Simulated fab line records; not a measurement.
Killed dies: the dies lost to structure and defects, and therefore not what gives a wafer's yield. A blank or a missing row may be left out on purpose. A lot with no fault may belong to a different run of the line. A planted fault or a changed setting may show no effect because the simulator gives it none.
A lot that was struck, set against a sound lot -- flow nand-harc -- 15 out of 1302 route steps
Sound: these wafers, L803.3, L803.4, L803.6. Wafers struck: L794.2, L794.3, L794.4. The cause is named last.
Each step with rows lists, per side, the tool, then ch with its chambers, then its first start. Under that, the readings that differ: sound wafers -- struck wafers -- difference of the means -- sigmas: that difference in standard deviations of wafers without a fault.
alike: readings with means less than 2 such deviations apart, plus words and numbers identical on both sides. not compared: withheld readings, readings lacking a value on some wafer, bounds such as >300 that could conceal the same value, and numbers that have no deviation in the record and whose values overlap.
A row with sigmas, a row that says differs or no value, or rows on one side alone: a step with any of these is where the two part. Numbers that have no deviation but don't overlap get no sigmas and don't part them. A reading missing from all wafers of one side parts the sides only when that side holds two or more wafers.

NHARC_A_CHANNEL_HOLE_D1_ETCH_19: etches the open film in C4F8/O2/Ar, time 34.5 s.
  sound on har-etch-02 ch 0,1, day 18 02:22; struck on har-etch-02 ch 0,1, day 13 23:30
reading,sound,struck,difference,sigmas
showerhead-plenum-p-Torr (Torr),3.98 3.74 3.98,3.59 3.59 3.77,-0.25,-2
  alike: drypump-motor-current-A, throttle-valve-pct
  not compared: rf-hours-counter-h
NHARC_A_CHANNEL_HOLE_D1_ETCH_20: etches the open film in C4F8/O2/Ar, time 361.9 s, target depth 1600 nm.
  sound on har-etch-02 ch 0,1, day 18 02:33; struck on har-etch-02 ch 0,1, day 13 23:37
reading,sound,struck,difference,sigmas
showerhead-plenum-p-Torr (Torr),3.93 3.70 3.93,3.55 3.55 3.73,-0.24,-2
  alike: drypump-motor-current-A, throttle-valve-pct
  not compared: rf-hours-counter-h
then, 5 steps without rows for these wafers: NHARC_A_CHANNEL_HOLE_D1_ETCH_21 (etches the open film in C4F8/O2/Ar, time 514.3 s, target depth 1600 nm); NHARC_A_CHANNEL_HOLE_D1_ETCH_22 (etches the open film in C4F8/O2/Ar, time 666.7 s, target depth 1600 nm); NHARC_A_CHANNEL_HOLE_D1_ETCH_23 (etches the open film in C4F8/O2/Ar, time 819 s, target depth 1600 nm); NHARC_A_CHANNEL_HOLE_D1_ETCH_24 (etches the open film in C4F8/O2/Ar, time 906.2 s, target depth 1500 nm); NHARC_A_CHANNEL_HOLE_D1_ETCH_25 (etches the open film in C4F8/O2/Ar, time 1040.2 s, target depth 1500 nm).
NHARC_A_CHANNEL_HOLE_D1_ETCH_26: etches the open film in C4F8/O2/Ar, time 224.1 s, target depth 300 nm.
  sound on har-etch-02 ch 0,1, day 18 06:11; struck on har-etch-02 ch 0,1, day 14 03:16
reading,sound,struck,difference,sigmas
showerhead-plenum-p-Torr (Torr),3.99 3.74 3.99,3.59 3.59 3.77,-0.26,-2
  alike: drypump-motor-current-A, throttle-valve-pct
  not compared: rf-hours-counter-h
NHARC_A_CHANNEL_HOLE_D1_ETCH_33: etches the open film in C4F8/O2/Ar, time 90 s, target depth 400 nm.
  sound on har-etch-02 ch 0,1, day 18 06:23; struck on har-etch-02 ch 0,1, day 14 03:28
reading,sound,struck,difference,sigmas
showerhead-plenum-p-Torr (Torr),3.98 3.74 3.98,3.58 3.58 3.76,-0.26,-2
  alike: drypump-motor-current-A, throttle-valve-pct
  not compared: rf-hours-counter-h
then, 3 steps without rows for these wafers: NHARC_A_CHANNEL_HOLE_D1_STRIP_41 (strips in N2/H2); NHARC_A_CHANNEL_HOLE_D1_STRIP_42 (strips in CF4/CHF3); NHARC_A_CHANNEL_HOLE_D1_STRIP_43 (strips in O2/COS).
NHARC_A_CHANNEL_HOLE_D1_ETCH_44: etches the open film in CF4/O2, target depth 140 nm, overetch 14 nm, time 77 s.
  sound on rie-diel-04 ch 0,3, day 18 07:06; struck on rie-diel-04 ch 0,1,2, day 14 04:13
reading,sound,struck,difference,sigmas
cf4-flow-sccm (sccm),79.83 80.16 80.13,95.47 95.98 95.63,+15.65,+65
oes_f_703_au (a.u.),1.007 1.004 0.999,0.938 0.940 0.941,-0.064,-16
oes_o_777_au (a.u.),0.997 1.005 1.003,0.812 0.819 0.815,-0.186,-42
rf-vpp-V (V),195.5 198.0 196.3,199.3 199.0 198.7,+2.4,+2
showerhead-plenum-p-Torr (Torr),1.27 1.34 1.27,1.48 1.51 1.52,+0.21,+4
throttle-valve-pct (%),13.399 13.401 13.385,14.354 14.360 14.360,+0.963,+99 or more
  alike: drypump-motor-current-A, oes-product-au
  not compared: rf-hours-counter-h
NHARC_A_CHANNEL_HOLE_D1_STRIP_27: strips in O2.
  sound: rie-diel-04 ch 2,3; struck: rie-diel-04 ch 0,1,2
  alike: drypump-motor-current-A, oes-product-au, rf-vpp-V, showerhead-plenum-p-Torr, throttle-valve-pct
  not compared: rf-hours-counter-h
NHARC_END_SORT_01:
  the record has rows for the sound wafers here (prober-02 ch 0, day 33 19:38) and none for the struck ones

WHERE THEY PART
At NHARC_A_CHANNEL_HOLE_D1_ETCH_19 first; at NHARC_END_SORT_01 last (within this record only).

WHY: what had been put in by the simulator
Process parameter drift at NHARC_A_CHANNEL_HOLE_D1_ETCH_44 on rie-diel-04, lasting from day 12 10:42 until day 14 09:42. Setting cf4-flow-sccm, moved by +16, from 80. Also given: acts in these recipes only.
